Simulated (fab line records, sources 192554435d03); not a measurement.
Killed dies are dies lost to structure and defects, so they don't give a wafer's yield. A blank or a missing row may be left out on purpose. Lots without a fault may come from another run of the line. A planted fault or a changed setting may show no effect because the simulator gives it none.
Split-lot experiment | flow n5_finfet | 7 lots, 21 wafers read, on a route of 1938 steps

THE SPLIT
At N5_BEOL_M1_ILD_DEP_00 (deposits SiOC from DEMS/O2, target thk 79 nm, time 15.3 s), the setting time_s was moved away from the recipe's 15.3 s on 5 of the 21 wafers read, by +5.0% to +14.2%. The other wafers ran this setting at the recipe's value.

The file shows no step between the split and the reading.

THE READING
M1_ILD_THK, in nm, at N5_BEOL_M1_THK_MEAS_01. Fault-free wafers of this fab line usually give 79.3 nm, standard deviation 1 nm.

wafer  | tool, chamber at the split | time_s as run, s | against the recipe | M1_ILD_THK, nm | against lot-mates on the recipe
L075.1 | pecvd-02, 2                | 17.04            | +11.4%             | 87.9           | +9.1
L075.3 | pecvd-02, 0                | 15.3             | recipe             | 78.8           | -
L075.6 | pecvd-02, 0                | 17.04            | +11.4%             | 89.2           | +10.4
L082.2 | pecvd-01, 0                | 16.06            | +5.0%              | 82.7           | +2.7
L082.4 | pecvd-01, 2                | 15.3             | recipe             | 80.0           | -
L082.6 | pecvd-01, 1                | 16.06            | +5.0%              | 83.5           | +3.5
L080.1 | pecvd-01, 2                | 15.3             | recipe             | 78.4           | -
L080.2 | pecvd-01, 1                | 15.3             | recipe             | 78.7           | -
L080.4 | pecvd-01, 0                | 15.3             | recipe             | 79.6           | -
L091.2 | pecvd-01, 1                | 15.3             | recipe             | 78.0           | -
L091.3 | pecvd-01, 0                | 15.3             | recipe             | 78.8           | -
L091.4 | pecvd-01, 0                | 15.3             | recipe             | 79.5           | -
L095.2 | pecvd-01, 1                | 15.3             | recipe             | 77.0           | -
L095.3 | pecvd-01, 2                | 15.3             | recipe             | 77.8           | -
L095.4 | pecvd-01, 1                | 15.3             | recipe             | 78.8           | -
L097.1 | pecvd-03, 1,0              | 15.3             | recipe             | 79.0           | -
L097.2 | pecvd-03, 1,0              | 15.3             | recipe             | 79.1           | -
L097.3 | pecvd-03, 2                | 17.48            | +14.2%             | 91.9           | +12.9
L096.1 | pecvd-02, 0                | 15.3             | recipe             | 78.7           | -
L096.4 | pecvd-02, 1                | 15.3             | recipe             | 80.4           | -
L096.5 | pecvd-02, 2                | 15.3             | recipe             | 79.8           | -
Where a row lists several chambers, the file gives one row for several wafers and doesn't say which wafer went through which chamber.

THE FIT
A straight line over all 21 wafers: M1_ILD_THK changes by +0.875 nm for each +1% of time_s; r = +0.98; the points scatter about the line by 0.82 nm.
The same after taking each lot's own level away (the mean of its wafers on the recipe; 21 wafers): +0.861 nm for each +1%; r = +0.99; scatter 0.69 nm.
On that fit, the largest move of time_s shifts the reading by 12 nm.
The lots' own levels span 77.87 to 80.00 nm, that is 2.1 times the standard deviation above.
So the lot-to-lot level changes the slope little: the two slopes agree.
Check: with one of the wafers moved furthest among these (+14.2%) left out of the fit, the line predicts +11.7 nm for it against its lot-mates. It came out at +12.9 nm against them.

OTHER SPLITS ON THESE WAFERS
These wafers also went through other splits before the reading. Each is held against what the fit with the lots' levels taken away leaves over:
other split on the same wafers            | wafers away from the commonest value | r with M1_ILD_THK (lot level and that fit taken away)
N5_HKMG_FIN_ETCH_31 bias_w                | 7                                    | -0.48
N5_MOL_CONTACT_COAG_PECVD_31 temp_c       | 4                                    | +0.37
N5_MOL_CONTACT_COAG_COAT_77 spin_rpm      | 3                                    | -0.18
N5_MOL_CONTACT_COAG_ALD_133 ald_cycles    | 5                                    | +0.05
N5_MOL_CONTACT_COAG_VIA_ETCH_117 bias_w   | 6                                    | -0.22
N5_BEOL_M0_SAQP_SPACER1_ALD_98 ald_cycles | 8                                    | -0.23

THE WHOLE CHAIN: every reading that the file lists as answering this split, in the file's order
step                   | what it does                                              | reading                                                                            | change (the file's fit)               | r (the file's)
N5_BEOL_M1_ILD_DEP_00  | deposits SiOC from DEMS/O2, target thk 79 nm, time 15.3 s | SiOC_of_BEOL_M1_ILD_DEP_00.thk_nm (the simulator's own value, which no gauge read) | +0.864 nm for each +1% of the setting | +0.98
N5_BEOL_M1_THK_MEAS_01 |                                                           | M1_ILD_THK                                                                         | +0.865 for each +1% of the setting    | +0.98

THE FILE'S OWN FIT
M1_ILD_THK changes by +0.865 nm for each +1% of time_s, r = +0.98.
